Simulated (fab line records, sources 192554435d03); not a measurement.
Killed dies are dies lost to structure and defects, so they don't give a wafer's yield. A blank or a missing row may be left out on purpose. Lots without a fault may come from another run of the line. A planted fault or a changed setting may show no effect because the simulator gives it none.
A struck lot beside a sound one | flow n5_finfet | 39 steps out of a route of 1938
Sound: wafers L770.1, L770.4, L770.6. Struck: wafers L761.1, L761.4. (L761.2 of the same lot was not struck and is left out.) The cause comes at the end.
At each step with rows: each side's tool, then ch and its chambers, then its first start. Under that, the readings that differ: sound wafers | struck wafers | difference of the means | sigmas: that difference in standard deviations of wafers without a fault.
alike: readings whose means differ by less than 2 such deviations, and words and numbers that are the same on both sides. not compared: withheld readings, readings that some wafer has no value for, bounds like >300 that may hide the same value, and numbers for which the record gives no deviation and whose values overlap.
The two part at a step that has a row with sigmas, a row that says differs or no value, or rows on one side only. Numbers that don't overlap but have no deviation are shown without sigmas and don't part them. A reading that every wafer of one side lacks parts them only if that side has two wafers or more.

first, 12 steps without rows for these wafers: N5_BEOL_M3_ANNEAL_87 (time 240 s); N5_BEOL_M3_SPUTTER_88 (material Cu, target thk 4.5 nm, time 8.29 s); N5_BEOL_M3_ANNEAL_89 (time 240 s); N5_BEOL_M3_SPUTTER_90 (material Cu, target thk 4.5 nm, time 8.29 s); N5_BEOL_M3_ANNEAL_91 (time 240 s); N5_BEOL_M3_SPUTTER_92 (material Cu, target thk 4.5 nm, time 8.29 s); N5_BEOL_M3_ANNEAL_93 (time 240 s); N5_BEOL_M3_SPUTTER_94 (material Cu, target thk 4.5 nm, time 8.29 s); N5_BEOL_M3_ANNEAL_95 (time 240 s); N5_BEOL_M3_SPUTTER_96 (material Cu, target thk 4.5 nm, time 8.29 s); N5_BEOL_M3_ECD_50 (material Cu, target thk 300 nm); N5_BEOL_M3_ANNEAL_51 (time 90 s).
N5_BEOL_M3_CMP_52: polishes, stops on SiOC, t overpolish 6.8 s, target thk 40 nm.
  sound on cmp-03 ch 0,1,2, day 13 18:11; struck on cmp-01 ch 0,2, day 11 03:06
  reading                      | sound             | struck      | difference | sigmas
  barrier_field_endpoint_s (s) | 23.3 23.8 24.4    | 41.2 41.2   | +17.4      | +24
  overpolish_run_s (s)         | 6.797 6.808 6.785 | 0.041 0.042 | -6.755     | -99 or more
  time_to_endpoint_s (s)       | 61 51 59          | 82 81       | +24        | +7
  alike: motor_current_A
N5_BEOL_M3_THK_MEAS_53: measures by xrf.
  sound on film_metro-02, day 13 18:26; struck on film_metro-02, day 11 03:23
  reading     | sound          | struck      | difference | sigmas
  M3_THK (nm) | 40.4 38.3 39.3 | 141.0 156.3 | +109.3     | +64
then, 4 steps without rows for these wafers: N5_BEOL_M3_PRE_CLEAN_60 (time 15 s); N5_BEOL_M3_CO_CAP_55 (material Co, precursor CCTBA/H2, target thk 2 nm, time 102.1 s); N5_BEOL_M3_PRE_CLEAN_56 (time 15 s); N5_BEOL_M3_DEP_57 (deposits SiCN from 3MS/NH3, target thk 8 nm, time 14 s).
N5_BEOL_M3_INSPECT_59: inspects for defects (darkfield).
  sound on defect_inspect-02, day 13 18:49; struck on defect_inspect-02, day 11 03:41
  reading          | sound      | struck    | difference | sigmas
  raw_defect_count | 76 121 107 | 5185 5085 | +5034      | +99 or more
then, 18 steps without rows for these wafers: N5_BEOL_M4_ILD_DEP_00 (deposits SiOC from DEMS/O2, target thk 79 nm, time 15.3 s); N5_BEOL_M4_PECVD_72 (deposits SiO2 from TEOS/O2, target thk 16 nm, time 18 s); N5_BEOL_M4_HM_DEP_02 (deposits TiN, target thk 20 nm); N5_BEOL_M4_COAT_61 (time 60 s, resist thk 60 nm); N5_BEOL_M4_COAT_62 (time 60 s, resist thk 12 nm); N5_BEOL_M4_COAT_73 (time 60 s, resist thk 5 nm); N5_BEOL_M4_COAT_05 (resist thk 30 nm); N5_BEOL_M4_EBR_07; N5_BEOL_M4_SOFTBAKE_06 (time 60 s); N5_BEOL_M4_EXPOSE_08 (exposes mask M4); N5_BEOL_M4_PEB_09 (peb time 60 s); N5_BEOL_M4_DEVELOP_10 (develop time 30 s); N5_BEOL_M4_DESCUM_16 (chemistry O2, time 7 s); N5_BEOL_M4_ETCH_74 (etches underlayer in N2/H2, target depth 6.5 nm, time 5.2 s); N5_BEOL_M4_ETCH_63 (etches SiARC in CF4, target depth 15.6 nm, time 26 s); N5_BEOL_M4_ETCH_64 (etches SOC in N2/H2, target depth 75 nm, overetch 22.5 nm, time 121.9 s); N5_BEOL_M4_STRIP_65 (strips in N2/H2); N5_BEOL_M4_STRIP_75 (strips in N2/H2).
N5_BEOL_M4_RC_MEAS_101:
  the record has rows for the sound wafers here (prober-01 ch 0, day 14 07:25) and none for the struck ones
-- the record jumps here: 6 days lie between the struck wafers' starts before and after (it left off in module BEOL_M4 and takes up again in module PASSIVATION, whose first step shown is number 1936 of the route) --
N5_PASSIVATION_PROBE_49:
  sound on prober-02, day 19 00:17; struck on prober-01, day 16 16:38
  reading                  | sound          | struck    | difference | sigmas
  defect_limited_yield (%) | 90.5 91.4 91.9 | 0 0       | -91        | -65
  killed_at_M0_to_M3       | 24 21 28       | 1111 1107 | +1085      | +99 or more
  killed_dies              | 112 102 95     | 1180 1180 | +1077      | +63
  killed_on_rim            | 14 10 5        | 152 152   | +142       | +36
  sort_n_pass              | 1068 1078 1085 | 0 0       | -1077      | -45
  sort_yield_pct (%)       | 90.5 91.4 91.9 | 0 0       | -91        | -46
  alike: killed_at_M4_up, killed_at_contacts, killed_at_front_end, killed_at_other, killed_open, killed_short, sort_bin_4_leakage, sort_bin_5_function, sort_bin_6_memory

WHERE THEY PART
First at N5_BEOL_M3_CMP_52; last, within this record, at N5_PASSIVATION_PROBE_49.

WHY: what the simulator had put in
Process parameter drift: cmp-01, from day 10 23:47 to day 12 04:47, at N5_BEOL_M3_CMP_52. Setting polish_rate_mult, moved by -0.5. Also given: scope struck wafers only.
